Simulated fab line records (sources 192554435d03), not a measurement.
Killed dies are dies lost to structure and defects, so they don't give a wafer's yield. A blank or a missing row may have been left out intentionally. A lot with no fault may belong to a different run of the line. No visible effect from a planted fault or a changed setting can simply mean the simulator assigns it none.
fab line records	flow n5Finfet
[record] lots = 9	wafers = 26	lastDay = 18
route steps=1938 shown SD_EPI_P@311 SD_ACTIVATION@331 ILD0@335 BEOL_M4@1111 PASSIVATION@1936
lots that met no fault: from a run of the same line without faults
startH: hours from the record's first day to the start of the lot's first wafer shown	waitH: time in hours since the lot's previous step	" same as the row above	L1.1+2: one row covering several wafers at once	- no value, or no start given	* or withheld: withheld	< > ~ a bound
route shown NAME@n: names a module that has steps shown in the file, with the first one's number in the route	usual: average and standard deviation across the fault-free wafers	same: alike in all rows	chamber/n: place in a boat	sites: per-site readings	_std_site: the values' standard deviation	_edge_site: mean of outer sites minus mean of inner sites	radiusMm: how far each site lies from the wafer's centre	mask NAME#n: copy n	behind: the tool/chamber that last shaped the wafer	hold: why the lot went on hold/how many hours it stayed there/how the hold came to an end	device: whichever transistor did not switch (one of n, p or np)	end of line: at the end of the route, the tests of the same wafers	step lacking rows: just its recipe	killed: count of dies lost to structure and defects at first sort (not the wafer's yield)	map: a wafer's dies, x killed, . not, _ none there
set.NAME: setting as actually run; set.NAME@STEP: the setting as run at that earlier step	model.NAME: the simulator's own value behind a step, which no gauge read
the route's steps for a sample of lots (tables are steps, rows are wafers)
services: the hour from which a tool's chamber was out of use, counted from the record's first day as startH (under 0 if before that day), plus the number of hours and why
[[steps]]
[step N5_SD_EPI_P_ETCH_47]
[recipe] chemistry = CH3F/O2	target = SiOCN	targetDepthA = 250	maskMaterial = SOC	ionEnergyEv = 60	biasW = 29	pressureMtorr = 30	sourceW = 410	Ar_flow_sccm = 150	CH3F_flow_sccm = 30	O2_flow_sccm = 20
[usual] drypumpMotorCurrentA = 5.6/0.41	oesProductAu = 0.76/0.087	rfVppV = 127/3.3	showerheadPlenumPTorr = 2.03/0.064	throttleValvePct = 16.41/0.24
lot.wafer	tool	chamber	startH	waitH	drypumpMotorCurrentA	oesProductAu	rfHoursCounterH	rfVppV	showerheadPlenumPTorr	throttleValvePct
L267.1	rieDiel-06	3	55.08	0.1	5.1	0.69	221	121	1.99	16.53
L267.2	"	0	"	"	5.5	0.69	230	134	1.97	16.53
L267.3	"	1	"	"	5.2	0.89	28	130	2.12	16.40
L274.1	rieDiel-01	3	96.63	0.1	6.3	0.69	237	127	2.03	16.17
L274.4	"	2	"	"	5.5	0.75	182	126	2.09	16.55
L276.2	rieDiel-06	2	108.58	0.1	6.2	0.71	188	126	2.05	16.04
L276.3	"	1	"	"	5.2	0.85	44	132	2.11	16.42
L276.4	"	0	"	"	5.5	0.68	246	133	1.97	16.56
L278.4	rieDiel-02	3	122.55	0.1	6.3	0.79	111	128	1.84	16.32
L278.5	"	0	"	"	5.7	0.76	-	134	2.07	16.54
L278.6	"	1	"	"	5.8	0.74	-	126	2.00	16.32
L281.3	rieDiel-06	1	141.60	0.1	5.2	0.83	55	131	2.11	16.45
L281.5	"	3	"	"	5.2	0.67	-	124	1.98	16.58
L281.6	"	2	"	"	6.2	0.71	-	126	2.05	16.06
L285.2	rieDiel-01	0	162.62	0.1	5.9	0.70	231	124	1.97	16.69
L285.4	"	0	"	"	5.9	0.71	-	124	1.97	16.72
L285.5	"	1	"	"	5.2	0.69	-	125	2.09	16.61
L287.2	rieDiel-01	1	172.98	0.1	5.2	0.68	207	126	2.09	16.62
L287.4	"	1	"	"	5.2	0.69	-	125	2.09	16.63
L287.5	"	2	"	"	5.5	0.73	-	125	2.08	16.61
L288.2	rieDiel-01	2	179.43	0.1	5.5	0.74	211	126	2.08	16.62
L288.5	"	3	"	"	6.4	0.95	-	127	2.03	15.70
L288.6	"	2	"	"	5.5	0.73	-	128	2.08	16.61
L290.2	rieDiel-06	0	191.33	0.1	5.5	0.93	15	132	1.96	16.14
L290.3	"	3	"	"	5.1	0.98	7	123	1.97	16.21
L290.5	"	2	"	"	6.2	0.70	-	125	2.04	16.08
[step N5_SD_ACTIVATION_LSA_01]
[recipe] tempC = 1080	timeS = 0.0008	ambient = N2
[usual] wafer_temp_C_max = 1083.9/1.7
lot.wafer	tool	chamber	startH	waitH	wafer_temp_C_max
L267.1	laserAnneal-02	0	59.56	0.2	1084.9
L267.2	"	0	"	"	1085.8
L267.3	"	0	"	"	1086.3
L274.1	laserAnneal-02	0	100.12	0.2	1083.5
L274.4	"	0	"	"	1084.1
L276.2	laserAnneal-02	0	112.43	0.2	1087.5
L276.3	"	0	"	"	1084.5
L276.4	"	0	"	"	1085.8
L278.4	laserAnneal-02	0	127.17	0.2	1084.9
L278.5	"	0	"	"	1086.0
L278.6	"	0	"	"	1085.4
L281.3	laserAnneal-02	0	145.10	0.2	1087.3
L281.5	"	0	"	"	1084.9
L281.6	"	0	"	"	1086.4
L285.2	laserAnneal-02	0	166.08	0.2	1099.7
L285.4	"	0	"	"	1097.1
L285.5	"	0	"	"	1099.1
L287.2	laserAnneal-02	0	177.28	0.2	1097.3
L287.4	"	0	"	"	1097.5
L287.5	"	0	"	"	1099.4
L288.2	laserAnneal-01	0	183.73	0.2	1082.6
L288.5	"	0	"	"	1082.1
L288.6	"	0	"	"	1082.4
L290.2	laserAnneal-01	0	194.79	0.2	1083.2
L290.3	"	0	"	"	1082.7
L290.5	"	0	"	"	1082.5
[step N5_SD_ACTIVATION_RS_MEAS_03]
[recipe] thkMeasGauge = four-point-probe
[usual] RS_SD_N = 21.9/0.33	RS_SD_P = 56.2/0.9
lot.wafer	tool	chamber	startH	waitH	RS_SD_N[ohm/sq]	RS_SD_P[ohm/sq]
L267.1	filmMetro-02	-	59.76	0.2	22.0	57.0
L267.2	"	-	"	"	22.2	58.2
L267.3	"	-	"	"	22.0	57.1
L274.1	filmMetro-01	-	100.33	0.2	21.5	55.8
L274.4	"	-	"	"	21.6	55.9
L276.2	filmMetro-01	-	112.63	0.2	21.8	56.1
L276.3	"	-	"	"	21.8	55.6
L276.4	"	-	"	"	21.1	55.8
L278.4	filmMetro-02	-	127.34	0.1	21.8	57.2
L278.5	"	-	"	"	22.0	56.9
L278.6	"	-	"	"	22.3	56.5
L281.3	filmMetro-01	-	145.28	0.2	22.3	55.9
L281.5	"	-	"	"	21.8	55.7
L281.6	"	-	"	"	22.1	55.3
L285.2	filmMetro-02	-	166.27	0.2	20.5	56.7
L285.4	"	-	"	"	20.9	57.1
L285.5	"	-	"	"	20.6	56.9
L287.2	filmMetro-02	-	177.47	0.2	20.4	56.1
L287.4	"	-	"	"	20.1	55.9
L287.5	"	-	"	"	20.7	57.1
L288.2	filmMetro-02	-	183.92	0.2	22.1	55.3
L288.5	"	-	"	"	21.9	54.8
L288.6	"	-	"	"	21.8	55.5
L290.2	filmMetro-02	-	194.99	0.2	22.2	56.1
L290.3	"	-	"	"	22.3	56.2
L290.5	"	-	"	"	22.0	56.1
[step N5_ILD0_LINER_00]
[recipe] material = SiNx	targetThkA = 40	tempC = 400	aldPrecursorFamily = SiH2I2	aldCoReactant = N2/H2-plasma	pulseTimeS = 1	purgeTimeS = 2	coReactantPurgeTimeS = 2	aldCycles = 80	pressureTorr = 2
[usual] heaterPowerW = 849/65	precursorPulseHeightRel = 1.001/0.023
[same] coReactantPurgeTimeS = 2
lot.wafer	tool	chamber	startH	waitH	heaterPowerW	precursorPulseHeightRel
L267.1	aldSin-04	0	60.12	0.0	881	0.984
L267.2	"	2	"	"	800	1.042
L267.3	"	3	"	"	930	0.971
L274.1	aldSin-02	2	100.69	0.0	851	1.008
L274.4	"	0	"	"	747	0.984
L276.2	aldSin-01	2	112.97	0.0	774	1.016
L276.3	"	0	"	"	938	1.040
L276.4	"	1	"	"	840	0.991
L278.4	aldSin-04	0	127.64	0.0	872	0.981
L278.5	"	0	"	"	859	1.022
L278.6	"	3	"	"	919	1.010
L281.3	aldSin-01	3	146.00	0.4	846	0.973
L281.5	"	3	"	"	867	0.974
L281.6	"	0	"	"	944	0.998
L285.2	aldSin-04	0	166.61	0.0	899	0.975
L285.4	"	1	"	"	945	1.026
L285.5	"	1	"	"	956	0.992
L287.2	aldSin-04	0	177.81	0.0	861	1.004
L287.4	"	1	"	"	958	0.992
L287.5	"	3	"	"	927	0.976
L288.2	aldSin-01	1	184.41	0.2	816	0.985
L288.5	"	1	"	"	837	1.009
L288.6	"	2	"	"	771	0.995
L290.2	aldSin-01	3	195.33	0.0	852	1.011
L290.3	"	2	"	"	747	0.969
L290.5	"	0	"	"	945	0.997
[step N5_ILD0_ALD_15]
[recipe] material = SiNx	targetThkA = 240	tempC = 400	aldPrecursorFamily = SiH2I2	aldCoReactant = N2/H2-plasma	pulseTimeS = 1	aldCycles = 480	purgeTimeS = 2	coReactantPurgeTimeS = 2	pressureTorr = 2
[usual] heaterPowerW = 855/70	precursorPulseHeightRel = 1.001/0.02
[same] coReactantPurgeTimeS = 2
lot.wafer	tool	chamber	startH	waitH	heaterPowerW	precursorPulseHeightRel
L267.1	aldSin-02	1	63.89	0.6	846	0.998
L267.2	"	3	"	"	810	0.964
L267.3	"	0	"	"	729	0.999
L274.1	aldSin-02	1	104.39	0.6	858	0.956
L274.4	"	3	"	"	794	1.033
L276.2	aldSin-04	3	117.05	0.5	942	0.995
L276.3	"	2	"	"	814	0.980
L276.4	"	0	"	"	876	1.005
L278.4	aldSin-04	1	131.38	0.3	947	1.005
L278.5	"	2	132.46	1.3	786	0.970
L278.6	"	1	"	"	988	0.983
L281.3	aldSin-01	2	150.50	1.2	751	0.985
L281.5	"	0	151.59	2.0	952	0.992
L281.6	"	3	"	"	874	1.031
L285.2	aldSin-01	2	170.43	0.5	743	1.004
L285.4	"	3	"	"	833	1.001
L285.5	"	3	171.52	1.2	858	0.980
L287.2	aldSin-01	3	181.65	0.5	863	1.007
L287.4	"	2	"	"	761	0.986
L287.5	"	3	182.73	1.2	862	0.979
L288.2	aldSin-04	3	188.11	0.5	935	1.005
L288.5	"	3	189.20	1.2	950	0.999
L288.6	"	2	"	"	808	1.042
L290.2	aldSin-04	2	199.35	0.8	811	1.018
L290.3	"	3	"	"	937	1.004
L290.5	"	3	200.44	1.5	972	0.967
[step N5_BEOL_M4_RC_MEAS_101]
[usual] DIBL_N = 36.2/2.4	DIBL_P = 36.2/2.6	IOFF_N = 0.16/0.045	IOFF_P = 0.21/0.046	ION_N = 674/17	ION_P = 463/11	RC_DENSE_N = 19.1/0.49	RC_N = 15.6/0.39	RS_SD_N = 28.5/0.42	SS_N = 71.5/0.77	SS_P = 73.1/0.76	VT_N = 250/3.9	VT_P = -250/3.9
lot.wafer	tool	chamber	startH	waitH	DIBL_N[mV/V]	DIBL_P[mV/V]	IOFF_N[nA/um]	IOFF_P[nA/um]	ION_N[uA/um]	ION_P[uA/um]	RC_DENSE_N[ohm.um]	RC_N[ohm.um]	RS_SD_N[ohm/sq]	SS_N[mV/dec]	SS_P[mV/dec]	VT_N[mV]	VT_P[mV]
L267.1	prober-02	0	165.46	0.0	39.4	39.7	0.20	0.27	685	474	19.5	15.8	28.4	72.3	73.8	249	-244
L267.2	"	0	"	"	37.9	38.3	0.16	0.24	692	480	18.8	15.4	28.6	71.5	72.9	249	-249
L267.3	"	0	"	"	40.5	40.5	0.22	0.30	695	473	19.3	15.8	28.5	71.9	74.1	247	-245
L276.2	prober-01	0	243.67	0.2	40.9	41.8	0.28	0.27	720	480	20.2	16.4	28.4	72.5	74.7	244	-247
L276.3	"	0	"	"	37.9	38.4	0.17	0.20	669	458	19.0	15.6	28.7	71.7	74.6	251	-252
L276.4	"	0	"	"	39.6	40.5	0.23	0.25	676	452	19.3	15.8	27.9	71.9	75.0	247	-249
L278.4	prober-01	0	248.01	0.5	34.0	34.1	0.12	0.19	670	472	19.8	16.1	28.5	70.7	72.3	253	-249
L278.5	"	0	"	"	34.9	35.0	0.13	0.20	666	468	19.2	15.6	28.9	70.3	72.8	253	-247
L278.6	"	0	"	"	33.6	33.5	0.12	0.19	670	471	19.3	15.7	29.1	70.2	72.8	252	-250
L281.3	prober-01	0	254.58	0.3	39.9	39.5	0.23	0.33	676	469	18.8	15.3	28.8	73.1	74.4	246	-244
L281.5	"	0	"	"	36.7	35.6	0.16	0.24	674	469	18.5	15.2	28.3	71.7	73.7	250	-247
L281.6	"	0	"	"	36.6	35.2	0.16	0.24	696	476	18.9	15.4	28.4	71.7	73.8	250	-246
L285.2	prober-02	0	279.63	0.2	37.9	38.2	0.20	0.24	684	466	17.1	14.0	26.7	71.0	73.6	243	-247
L285.4	"	0	"	"	36.8	37.3	0.18	0.22	687	465	17.5	14.3	27.2	71.7	73.4	248	-250
L285.5	"	0	"	"	36.7	35.5	0.17	0.19	673	459	17.5	14.2	27.1	72.0	72.6	248	-249
L287.2	prober-02	0	294.49	0.2	35.7	35.6	0.15	0.20	660	448	18.1	14.7	26.8	71.7	73.5	252	-252
L287.4	"	0	"	"	39.4	37.5	0.27	0.23	694	461	17.7	14.4	26.4	73.8	73.2	243	-248
L287.5	"	0	"	"	37.7	37.9	0.20	0.23	691	468	17.8	14.6	26.8	72.0	73.8	243	-248
L288.2	prober-01	0	300.46	0.2	34.8	33.8	0.12	0.17	681	468	18.9	15.3	28.1	71.7	72.6	251	-254
L288.5	"	0	"	"	37.0	35.0	0.15	0.19	644	444	19.1	15.5	28.2	71.8	72.1	253	-253
L288.6	"	0	"	"	40.3	41.5	0.24	0.32	707	482	18.7	15.4	28.0	72.2	73.8	243	-244
L274.1	prober-01	0	311.19	0.0	33.7	33.3	0.11	0.15	652	452	18.5	15.3	28.2	70.0	72.7	253	-254
L274.4	"	0	"	"	34.5	33.1	0.11	0.15	636	440	19.0	15.5	27.9	71.3	72.1	255	-256
L290.2	prober-01	0	319.56	0.9	33.8	34.0	0.13	0.21	661	458	18.4	14.9	28.6	71.6	72.5	253	-248
L290.3	"	0	"	"	38.3	38.9	0.21	0.28	687	475	18.5	15.2	28.7	71.9	73.3	247	-245
L290.5	"	0	"	"	32.8	33.3	0.12	0.19	688	477	18.7	15.4	28.4	72.0	71.6	253	-250
[step N5_PASSIVATION_PROBE_49]
[usual] defectLimitedYield = 91.2/1.4	killed_at_M0_to_M3 = 33/9.5	killed_at_M4_up = 13/4.7	killedAtContacts = 11/5.3	killedAtFrontEnd = 42/12	killedAtOther = 5/3.3	killedDies = 104/17	killedOpen = 67/12	killedShort = 33/7.7	sort_bin_4_leakage = 0.01/0.058	sort_bin_5_function = 5.1/0.94	sort_bin_6_memory = 3.3/0.67	sort_bin_8_speed = 0.1/1.3	sortNPass = 1074/24	sortYieldPct = 91.1/2
[same] grossDies = 1180	killedAtBackSide = 0
lot.wafer	tool	chamber	startH	waitH	defectLimitedYield[%]	killed_at_M0_to_M3	killed_at_M4_up	killedAtContacts	killedAtFrontEnd	killedAtOther	killedDies	killedOpen	killedShort	sort_bin_4_leakage[%]	sort_bin_5_function[%]	sort_bin_6_memory[%]	sort_bin_8_speed[%]	sortNPass	sortYieldPct[%]
L287.2	prober-02	-	406.94	0.1	92.1	21	14	15	38	5	93	64	27	0	4.4	3.3	0.1	1086	92.0
L287.4	prober-02	-	407.04	0.2	92.9	18	4	17	42	3	84	54	20	0	3.6	2.5	0	1096	92.9
L287.5	prober-02	-	407.09	0.2	92.2	37	5	4	40	6	92	60	19	0	3.7	2.8	0	1088	92.2
L288.2	prober-01	-	408.00	0.1	91.4	33	14	2	49	3	101	67	32	0	5.4	2.8	0	1079	91.4
L288.5	prober-01	-	408.15	0.2	91.7	21	16	4	56	1	98	72	25	0	4.5	3.7	0.5	1076	91.2
L288.6	prober-01	-	408.20	0.3	91.6	29	13	3	53	1	99	81	18	0	5.3	2.9	0	1081	91.6
L274.1	prober-01	-	423.76	0.0	91.9	47	9	9	24	7	96	59	36	0	4.8	2.9	0.1	1083	91.8
L274.4	prober-01	-	423.91	0.2	91.9	41	15	8	30	2	96	60	28	0	5.1	2.1	0.3	1080	91.5
// killed by level:class
L287.2 DUMMY_GATE:geometricParticle:open=11 MOL_CONTACT_COAG:geometricParticle:open=11 BEOL_M3:geometricParticle:open=9 BEOL_M4:geometricParticle:open=9 STI_FIN_REVEAL:geometricParticle:open=7 FIN_SAQP:geometricParticle:open=4 DUMMY_GATE:geometricParticle:short=4 MOL_CONTACT_COAG:geometricParticle:short=4
L287.4 MOL_CONTACT_COAG:geometricParticle:open=15 DUMMY_GATE:geometricParticle:open=12 HKMG_FIN:areaEtch=10 STI_FIN_REVEAL:geometricParticle:open=6 BEOL_M3:geometricParticle:open=5 FIN_SAQP:geometricParticle:short=4 FIN_SAQP:geometricParticle:open=3 BEOL_M2:geometricParticle:open=3
L287.5 HKMG_FIN:areaEtch=12 BEOL_M1:geometricParticle:open=10 BEOL_M0_SAQP:geometricParticle:open=9 BEOL_M2:geometricParticle:open=6 DUMMY_GATE:geometricParticle:open=5 STARTING-WAFER:geometricParticle:open=5 FIN_SAQP:geometricParticle:short=4 STI_FIN_REVEAL:geometricParticle:open=4
L288.2 FIN_SAQP:geometricParticle:open=17 BEOL_M3:geometricParticle:open=14 FIN_SAQP:geometricParticle:short=11 GATE_CUT:geometricParticle:short=4 BEOL_M0_SAQP:geometricParticle:open=4 BEOL_M4:geometricParticle:open=4 BEOL_M4:geometricParticle:short=4 STARTING-WAFER:geometricParticle:open=4
L288.5 FIN_SAQP:geometricParticle:open=29 DUMMY_GATE:geometricParticle:open=10 BEOL_M5:geometricParticle:open=5 FIN_SAQP:geometricParticle:short=4 BEOL_M2:geometricParticle:open=4 BEOL_M3:geometricParticle:open=4 BEOL_M4:geometricParticle:open=4 BEOL_M4:geometricParticle:short=4
L288.6 FIN_SAQP:geometricParticle:open=25 BEOL_M0_SAQP:geometricParticle:open=11 STI_FIN_REVEAL:geometricParticle:open=8 BEOL_M2:geometricParticle:open=7 FIN_SAQP:geometricParticle:short=6 STARTING-WAFER:geometricParticle:open=5 BEOL_M4:geometricParticle:open=4 GATE_CUT:geometricParticle:open=3
L274.1 BEOL_M2:geometricParticle:open=13 BEOL_M0_SAQP:geometricParticle:short=10 MOL_CONTACT_COAG:geometricParticle:open=8 DUMMY_GATE:geometricParticle:open=7 BEOL_M0_SAQP:geometricParticle:open=7 BEOL_M1:geometricParticle:open=5 BEOL_M4:geometricParticle:open=5 FIN_SAQP:geometricParticle:short=4
L274.4 BEOL_M0_SAQP:geometricParticle:open=11 BEOL_M4:geometricParticle:open=10 BEOL_M1:geometricParticle:open=8 BEOL_M2:geometricParticle:open=8 HKMG_FIN:areaEtch=8 FIN_SAQP:geometricParticle:short=6 BEOL_M0_SAQP:geometricParticle:short=5 MOL_CONTACT_COAG:geometricParticle:short=5
[[services]]
tool	chamber	startH	hours	kind
rieDiel-01	1	38.58	10.4	repair
aldSin-02	3	56.29	1.7	repair
laserAnneal-01	-	60.22	2.2	pm
laserAnneal-02	-	62.46	9.0	pm
rieDiel-06	3	62.83	13.2	repair
aldSin-04	-	66.74	0.3	repair
aldSin-04	-	86.24	14.0	pm
aldSin-04	0	86.24	14.0	ventCycle
aldSin-04	1	86.24	14.0	ventCycle
aldSin-04	2	86.24	14.0	ventCycle
aldSin-04	3	86.24	14.0	ventCycle
aldSin-04	0	100.24	-	clean
aldSin-04	1	100.24	-	clean
aldSin-04	2	100.24	-	clean
aldSin-04	3	100.24	-	clean
rieDiel-01	1	109.26	19.6	repair
laserAnneal-02	-	114.20	4.7	pm
rieDiel-01	0	121.21	7.5	repair
rieDiel-06	0	123.19	-	clean
laserAnneal-02	-	134.79	6.4	repair
rieDiel-01	3	148.32	7.9	repair
aldSin-02	-	161.48	2.8	pm
aldSin-02	-	176.75	14.0	pm
rieDiel-02	1	196.13	24.9	repair
[[key]]
[firstSign] step = N5_SD_ACTIVATION_LSA_01	reading = wafer_temp_C_max	direction = up	sigmas = 8.5	usual = *	struck = *
[effect] step = N5_SD_ACTIVATION_RS_MEAS_03	reading = RS_SD_N	direction = down	sigmas = 4.2	usual = 21.9	struck = 20.5
[effect] step = N5_BEOL_M4_RC_MEAS_101	reading = RS_SD_N	direction = down	sigmas = 3.9	usual = 28.5	struck = 26.8
[effect] step = N5_BEOL_M4_RC_MEAS_101	reading = RC_N	direction = down	sigmas = 3.2	usual = 15.6	struck = 14.4
[effect] step = N5_BEOL_M4_RC_MEAS_101	reading = RC_DENSE_N	direction = down	sigmas = 3	usual = 19.1	struck = 17.6
metAt N5_SD_ACTIVATION_LSA_01
struckLots L285,L287
[baselineLoss] step = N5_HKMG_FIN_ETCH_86	wafers = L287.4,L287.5
notActingAt N5_SD_EPI_P_ETCH_47,N5_ILD0_LINER_00,N5_ILD0_ALD_15
onsetBetween 145.10 166.08
[fault] kind = processParameterDrift	tool = laserAnneal-02	chamber = -	onsetH = 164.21	steps = N5_SD_ACTIVATION_LSA_01	channel = tempC	offset = *	shape = step	stated = *
// baselineLoss: these wafers lose ten dies or more at that step, a loss of the line's own and not of a fault; the sort's usual values leave them out
